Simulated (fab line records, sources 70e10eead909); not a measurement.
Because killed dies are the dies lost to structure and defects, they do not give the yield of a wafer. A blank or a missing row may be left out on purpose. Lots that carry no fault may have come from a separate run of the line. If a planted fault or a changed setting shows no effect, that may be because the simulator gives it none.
Check for tools in common    flow nand_harc    Sampled: 11 lots, 33 wafers

REASON FOR OPENING
At NHARC_P_M0_CD_MEAS_09 the reading cd_nm is flagged on 2 of 11 lots. No-fault wafers: 90.0 nm, standard deviation 0.92.
Rule: a lot is flagged when every wafer of it that has a number lies more than 4 standard deviations from that mean, or none has a number. As for the other lots, they are considered sound.

lot   measured      on         cd_nm (nm), wafer by wafer  flag
L818  day 6 11:36   cd_sem-03  91.1 90.2 90.8              
L823  day 8 08:59   cd_sem-03  91.0 90.3 91.6              
L825  day 8 21:58   cd_sem-01  91.7 90.9 91.6              
L827  day 9 19:59   cd_sem-01  92.2 91.8 90.8              
L828  day 10 14:26  cd_sem-02  89.8 90.7 89.8              
L829  day 10 20:59  cd_sem-03  89.9 90.3 90.7              
L830  day 10 21:24  cd_sem-01  89.2 88.4 88.7              
L831  day 11 23:29  cd_sem-02  91.5 90.4 90.3              
L836  day 14 03:32  cd_sem-01  99.9 99.7 100.3             FLAGGED
L837  day 14 07:50  cd_sem-02  101.3 100.6 100.0           FLAGGED
L839  day 15 02:31  cd_sem-03  91.2 90.6 90.6              
On average the flagged lots' numbers are 100.3 nm, which is +10.3 nm against the usual, or +11 standard deviations.

EACH LOT AND THE TOOL IT RAN ON
The record holds 3 process steps before the reading, out of a route of 1302 steps. Read each cell as the tool, then ch plus the chambers that the sampled wafers visited, then the start.
lot   flag     NHARC_P_CONTACT_ETCH_35             NHARC_P_CONTACT_CVD_23                    NHARC_P_M0_PEB_07
L818           rie_diel-07 ch 0,2,3, day 6 07:43   cvd_w-01 ch 1, day 6 11:31 or earlier     litho_track-04 ch 0, day 6 11:31
L823           rie_diel-11 ch 0,3, day 8 05:05     cvd_w-02 ch 0,1, day 8 08:54 or earlier   litho_track-01 ch 0, day 8 08:54
L825           rie_diel-07 ch 0,1,3, day 8 17:48   cvd_w-02 ch 0,1, day 8 21:53 or earlier   litho_track-04 ch 0, day 8 21:53
L827           rie_diel-08 ch 0,3, day 9 16:04     cvd_w-02 ch 0,1, day 9 19:54 or earlier   litho_track-01 ch 0, day 9 19:54
L828           rie_diel-11 ch 0,2, day 10 10:17    cvd_w-01 ch 0,1, day 10 14:22 or earlier  litho_track-06 ch 0, day 10 14:22
L829           rie_diel-07 ch 1,2, day 10 17:02    cvd_w-02 ch 0, day 10 20:54 or earlier    litho_track-04 ch 0, day 10 20:54
L830           rie_diel-08 ch 0,2, day 10 17:31    cvd_w-01 ch 0,1, day 10 21:19 or earlier  litho_track-06 ch 0, day 10 21:19
L831           rie_diel-07 ch 0,1,3, day 11 19:35  cvd_w-02 ch 0,1, day 11 23:24 or earlier  litho_track-04 ch 0, day 11 23:24
L836  FLAGGED  rie_diel-07 ch 0,2,3, day 13 23:29  cvd_w-02 ch 0,1, day 14 03:28 or earlier  litho_track-06 ch 0, day 14 03:28
L837  FLAGGED  rie_diel-11 ch 0,2, day 14 03:38    cvd_w-01 ch 0,1, day 14 07:45 or earlier  litho_track-06 ch 0, day 14 07:45
L839           rie_diel-11 ch 0,3, day 14 22:20    cvd_w-01 ch 0,1, day 15 02:26 or earlier  litho_track-04 ch 0, day 15 02:26
What the steps here do:
- NHARC_P_CONTACT_ETCH_35: etches the open film in CF4, target depth 39 nm, time 65 s.
- NHARC_P_CONTACT_CVD_23: deposits W, target thk 200 nm, time 557 s.
- NHARC_P_M0_PEB_07: peb time 65 s.
- NHARC_P_M0_CD_MEAS_09: target cd 90 nm.

FLAGGED AGAINST TOTAL, ONE TOOL AT A TIME (gauges that did the reading follow at the end)
step                     tool            lots run  flagged  share of the flagged lots  sound lots run after its first flagged lot
NHARC_P_CONTACT_ETCH_35  rie_diel-07     5         1        some                       0
NHARC_P_CONTACT_ETCH_35  rie_diel-08     2         0        none                       -
NHARC_P_CONTACT_ETCH_35  rie_diel-11     4         1        some                       1 (L839)
NHARC_P_CONTACT_CVD_23   cvd_w-01        5         1        some                       1 (L839)
NHARC_P_CONTACT_CVD_23   cvd_w-02        6         1        some                       0
NHARC_P_M0_PEB_07        litho_track-01  2         0        none                       -
NHARC_P_M0_PEB_07        litho_track-04  5         0        none                       -
NHARC_P_M0_PEB_07        litho_track-06  4         2        all                        0
NHARC_P_M0_CD_MEAS_09    cd_sem-01       4         1        some                       0
NHARC_P_M0_CD_MEAS_09    cd_sem-02       3         1        some                       0
NHARC_P_M0_CD_MEAS_09    cd_sem-03       4         0        none                       -
Because NHARC_P_CONTACT_CVD_23 lacks a start for some lots, the hours and order of its lots are taken from NHARC_P_M0_PEB_07.

WHAT THE TABLE PERMITS
All flagged lots share 1 row of the table, namely litho_track-06 at NHARC_P_M0_PEB_07.
- litho_track-06 at NHARC_P_M0_PEB_07 ran 4 lots, 2 of them flagged. Last sound lot L830 at day 10 21:19, first flagged lot L836 at day 14 03:28; a fault beginning in between fits. Its own readings (heater_power_total_W, plate_temp_C) fall more than 4 standard deviations out on all wafers of the flagged lots.
Left over: one tool, litho_track-06 at NHARC_P_M0_PEB_07.

WHAT HAD BEEN PUT IN BY THE SIMULATOR
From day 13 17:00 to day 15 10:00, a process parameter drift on litho_track-06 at NHARC_P_M0_PEB_07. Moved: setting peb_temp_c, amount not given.
Shown lots that were struck: L836, L837. The same result came from the rule above.
